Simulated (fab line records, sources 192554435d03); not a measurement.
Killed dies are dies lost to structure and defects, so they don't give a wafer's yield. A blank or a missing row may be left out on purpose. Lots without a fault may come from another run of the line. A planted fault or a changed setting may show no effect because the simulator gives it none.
fab line records | flow n5_finfet | part 2 of 2: steps 22 to 29 of 29
record lots=5 wafers=15 last_day=17
route steps=1938 shown BEOL_M1@751
lots that met no fault: from a run of the same line without faults
start_h: hours from the record's first day to the start of the lot's first wafer shown | wait_h: hours since the lot's step before | " the same as in the row above | L1.1+2: a row that stands for several wafers | - no value, or no start given | * or withheld: withheld | < > ~ a bound
route shown NAME@n: a module of which the file shows steps, and the number in the route of the first | usual: mean/standard deviation of fault-free wafers | same: alike in all rows | chamber/n: place in a boat | sites: the reading at each site | _std_site: their standard deviation | _edge_site: outer sites' mean less inner sites' | radius_mm: how far each site lies from the wafer's centre | mask NAME#n: copy n | behind: the tool/chamber that last shaped the wafer | hold: why the lot was held/for how many hours/how that ended | device: the transistor (n, p or np) that didn't switch | end of line: the same wafers' tests at the end of the route | a step without rows: its recipe alone | killed: dies lost to structure and defects at the first sort, not the wafer's yield | map: a wafer's dies, x killed, . not, _ none there
set.NAME: the setting as run; set.NAME@STEP: as run at that earlier step | model.NAME: the simulator's own value behind a step, which no gauge read
lots at some steps of the route; a table a step, a row a wafer
services: from which hour (start_h, from the record's first day; less than 0 if before it) a tool's chamber was out of use, for how many hours, and why
## steps
# step N5_BEOL_M1_STRIP_75
# recipe chemistry=N2/H2 temp_c=40 n2_flow_sccm=200 h2_flow_sccm=200 rf_frequency_hz=6e+07
# columns lot.wafer tool chamber start_h wait_h
L076.2+4+5 rie_diel-04 3,0,3 139.33 0.0
L075.1+3+5 rie_diel-02 3,1,1 143.86 0.0
L079.1+2+5 rie_diel-06 2,1,1 153.18 0.0
L086.2+4+5 rie_diel-02 0,2,2 202.74 0.0
L090.2+3+6 rie_diel-02 0,2,2 216.56 0.0
# step N5_BEOL_M1_STRIP_66
# recipe chemistry=CF4 resist=SiARC power_w=300 bias_power_w=75 pressure_mtorr=50 cf4_flow_sccm=150 rf_frequency_hz=6e+07
# usual drypump_motor_current_A=5.8/0.32 oes_product_au=0.79/0.088 rf_vpp_V=271.2/1.5 showerhead_plenum_p_Torr=1.80/0.065 throttle_valve_pct=13.56/0.25
# columns lot.wafer tool chamber start_h wait_h drypump_motor_current_A oes_product_au rf_hours_counter_h rf_vpp_V showerhead_plenum_p_Torr throttle_valve_pct
L076.2 rie_diel-04 3 139.34 0.0 5.4 0.85 45 272.1 1.83 13.20
L076.4 " 0 " " 6.3 0.69 - 267.8 1.70 13.89
L076.5 " 3 " " 5.4 0.85 - 271.6 1.83 13.19
L075.1 rie_diel-02 3 143.87 0.0 5.9 0.91 24 271.7 1.83 13.38
L075.3 " 1 " " 5.9 0.76 137 272.0 1.80 13.73
L075.5 " 1 " " 5.9 0.76 - 271.5 1.80 13.75
L079.1 rie_diel-06 2 153.19 0.0 5.9 0.75 124 272.2 1.87 13.30
L079.2 " 1 " " 5.9 0.69 242 269.0 1.71 13.89
L079.5 " 1 " " 5.9 0.69 - 269.7 1.71 13.88
L086.2 rie_diel-02 0 202.75 0.0 6.5 0.70 230 269.1 1.71 13.80
L086.4 " 2 " " 5.3 0.90 31 273.2 1.82 13.41
L086.5 " 2 " " 5.3 0.90 - 272.1 1.82 13.41
L090.2 rie_diel-02 0 216.57 0.0 6.5 0.69 235 269.4 1.71 13.83
L090.3 " 2 " " 5.3 0.89 35 271.6 1.82 13.42
L090.6 " 2 " " 5.2 0.88 - 272.7 1.82 13.41
# step N5_BEOL_M1_HM_OPEN_17
# recipe chemistry=Cl2/BCl3 target_depth_a=200 overetch_a=60 target=TiN mask_material=SOC ion_energy_ev=150 pressure_mtorr=10 icp_w=1000 bias_w=126 Cl2_flow_sccm=53.25 bcl3_flow_sccm=21.75 Ar_flow_sccm=25
# usual drypump_motor_current_A=5.9/0.53 oes_product_au=0.64/0.081 throttle_valve_pct=22.36/0.25
# columns lot.wafer tool chamber start_h wait_h drypump_motor_current_A oes_product_au rf_hours_counter_h throttle_valve_pct
L076.2 rie_metal-02 1 139.38 0.0 4.9 0.63 66 22.32
L076.4 " 1 " " 5.0 0.63 - 22.31
L076.5 " 1 " " 5.0 0.63 - 22.31
L075.1 rie_metal-02 0 143.91 0.0 5.6 0.55 109 22.46
L075.3 " 0 " " 5.6 0.55 - 22.44
L075.5 " 0 " " 5.6 0.55 - 22.44
L079.1 rie_metal-01 1 153.24 0.0 5.9 0.73 22 22.52
L079.2 " 0 " " 6.1 0.50 145 22.37
L079.5 " 0 " " 6.1 0.50 - 22.35
L086.2 rie_metal-03 1 202.79 0.0 6.4 0.75 12 21.96
L086.4 " 1 " " 6.4 0.74 - 21.95
L086.5 " 0 " " 6.4 0.59 - 22.61
L090.2 rie_metal-02 1 216.61 0.0 5.0 0.61 73 22.35
L090.3 " 0 " " 5.6 0.53 - 22.48
L090.6 " 0 " " 5.6 0.54 - 22.46
# step N5_BEOL_M1_STRIP_19
# recipe chemistry=O2 power_w=400 temp_c=40 pressure_mtorr=30 rf_frequency_hz=6e+07 bias_power_w=0 overash_fraction=0.2 o2_flow_sccm=225
# usual drypump_motor_current_A=5.9/0.35 oes_product_au=0.81/0.098 rf_vpp_V=3.6/0.5 showerhead_plenum_p_Torr=2.11/0.083 throttle_valve_pct=16.66/0.23
# columns lot.wafer tool chamber start_h wait_h drypump_motor_current_A oes_product_au rf_hours_counter_h rf_vpp_V showerhead_plenum_p_Torr throttle_valve_pct
L076.2 rie_diel-04 3 139.58 0.2 5.4 0.86 45 3.6 2.14 16.33
L076.4 " 0 " " 6.3 0.67 - 2.7 2.00 17.09
L076.5 " 3 " " 5.4 0.86 - 3.5 2.14 16.33
L075.1 rie_diel-04 1 144.02 0.1 5.8 0.67 231 3.2 2.06 16.84
L075.3 " 0 " " 6.3 0.68 243 4.3 2.00 17.10
L075.5 " 1 " " 5.7 0.67 - 3.6 2.06 16.83
L079.1 rie_diel-04 3 153.36 0.1 5.4 0.86 51 3.6 2.14 16.32
L079.2 " 0 " " 6.4 0.68 245 3.2 1.99 17.11
L079.5 " 3 " " 5.4 0.86 - 3.8 2.14 16.32
L086.2 rie_diel-06 0 202.91 0.1 5.8 0.87 37 4.2 2.15 16.37
L086.4 " 3 " " 5.9 0.83 77 4.6 2.03 16.93
L086.5 " 2 " " 5.9 0.74 - 3.2 2.21 16.51
L090.2 rie_diel-06 1 216.72 0.1 5.9 0.98 4 3.4 2.21 16.38
L090.3 " 0 " " 5.9 0.88 41 4.5 2.15 16.38
L090.6 " 1 " " 5.9 0.98 - 3.2 2.21 16.35
# step N5_BEOL_M1_CD_MEAS_18
# recipe pitch_nm=36 target_cd_nm=18
# usual cd_nm=18.1/0.32
# columns lot.wafer tool chamber start_h wait_h cd_nm
L076.2 cd_sem-03 - 139.65 0.1 18.2
L076.4 " - " " 18.0
L076.5 " - " " 18.1
L075.1 cd_sem-03 - 144.09 0.0 18.1
L075.3 " - " " 17.6
L075.5 " - " " 17.6
L079.1 cd_sem-03 - 153.43 0.0 18.0
L079.2 " - " " 17.8
L079.5 " - " " 18.3
L086.2 cd_sem-02 - 202.98 0.1 17.6
L086.4 " - " " 18.2
L086.5 " - " " 18.2
L090.2 cd_sem-01 - 216.79 0.1 17.8
L090.3 " - " " 17.6
L090.6 " - " " 18.0
# step N5_BEOL_M1_COAT_67
# recipe resist=SOC temp_c=250 time_s=60 spin_rpm=1500 resist_thk_nm=60
# usual exhaust_pa=45.1/0.88
# same time_s=60
# columns lot.wafer tool chamber start_h wait_h exhaust_pa
L076.2 litho_track-01 0 139.69 0.0 45.7
L076.4 " 0 " " 45.5
L076.5 " 0 " " 46.3
L075.1 litho_track-05 0 144.13 0.0 46.0
L075.3 " 0 " " 45.5
L075.5 " 0 " " 46.0
L079.1 litho_track-01 0 153.47 0.0 44.9
L079.2 " 0 " " 44.7
L079.5 " 0 " " 45.7
L086.2 litho_track-05 0 203.02 0.0 44.0
L086.4 " 0 " " 45.1
L086.5 " 0 " " 45.9
L090.2 litho_track-02 0 216.83 0.0 44.8
L090.3 " 0 " " 44.5
L090.6 " 0 " " 45.2
# step N5_BEOL_M1_COAT_68
# recipe resist=SiARC temp_c=220 time_s=60 spin_rpm=1500 resist_thk_nm=12
# usual exhaust_pa=45.0/0.88
# same time_s=60
# columns lot.wafer tool chamber start_h wait_h exhaust_pa
L076.2 litho_track-01 0 - - 43.4
L076.4 " 0 " " 43.7
L076.5 " 0 " " 44.7
L075.1 litho_track-05 0 - - 44.3
L075.3 " 0 " " 44.8
L075.5 " 0 " " 45.0
L079.1 litho_track-01 0 - - 45.7
L079.2 " 0 " " 46.0
L079.5 " 0 " " 45.5
L086.2 litho_track-05 0 - - 44.9
L086.4 " 0 " " 44.3
L086.5 " 0 " " 44.6
L090.2 litho_track-02 0 - - 45.9
L090.3 " 0 " " 46.1
L090.6 " 0 " " 44.2
# step N5_BEOL_M1_COAT_76
# recipe resist=underlayer temp_c=205 time_s=60 spin_rpm=1500 resist_thk_nm=5
# usual exhaust_pa=44.7/0.91
# same time_s=60
# columns lot.wafer tool chamber start_h wait_h exhaust_pa
L076.2 litho_track-01 0 - - 45.1
L076.4 " 0 " " 44.4
L076.5 " 0 " " 44.6
L075.1 litho_track-05 0 - - 44.2
L075.3 " 0 " " 43.9
L075.5 " 0 " " 44.1
L079.1 litho_track-01 0 - - 46.0
L079.2 " 0 " " 45.7
L079.5 " 0 " " 44.3
L086.2 litho_track-05 0 - - 43.9
L086.4 " 0 " " 45.8
L086.5 " 0 " " 45.0
L090.2 litho_track-02 0 - - 43.3
L090.3 " 0 " " 44.8
L090.6 " 0 " " 44.0
## services
# columns tool chamber start_h hours kind
euv_scanner-01 - 120.86 0.4 repair
euv_scanner-01 - 121.52 1.0 pm
pvd_sputter-02 - 134.88 1.1 repair
pecvd-01 0 134.96 5.5 scheduled_down
euv_scanner-01 - 135.57 3.6 repair
euv_scanner-02 - 147.33 1.0 pm
euv_scanner-01 - 147.96 1.3 repair
pecvd-01 - 158.13 4.3 repair
rie_diel-02 2 161.44 8.3 repair
pecvd-04 2 168.49 7.5 repair
euv_scanner-01 0 171.66 - calibration
rie_metal-01 1 173.00 50.6 repair
euv_scanner-01 - 177.68 1.0 pm
rie_diel-06 1 180.43 - clean
rie_diel-06 1 180.43 - consumable_replace:focus_ring
rie_diel-06 1 180.43 - consumable_replace:showerhead
rie_diel-06 1 180.43 19.7 scheduled_down
rie_diel-06 1 180.43 19.7 vent_cycle
rie_diel-02 1 183.49 5.8 repair
euv_scanner-01 - 184.66 5.8 pm
euv_scanner-02 0 197.59 - calibration
rie_diel-02 - 199.34 2.8 pm
euv_scanner-02 - 199.89 0.5 repair
euv_scanner-02 - 203.48 1.0 pm
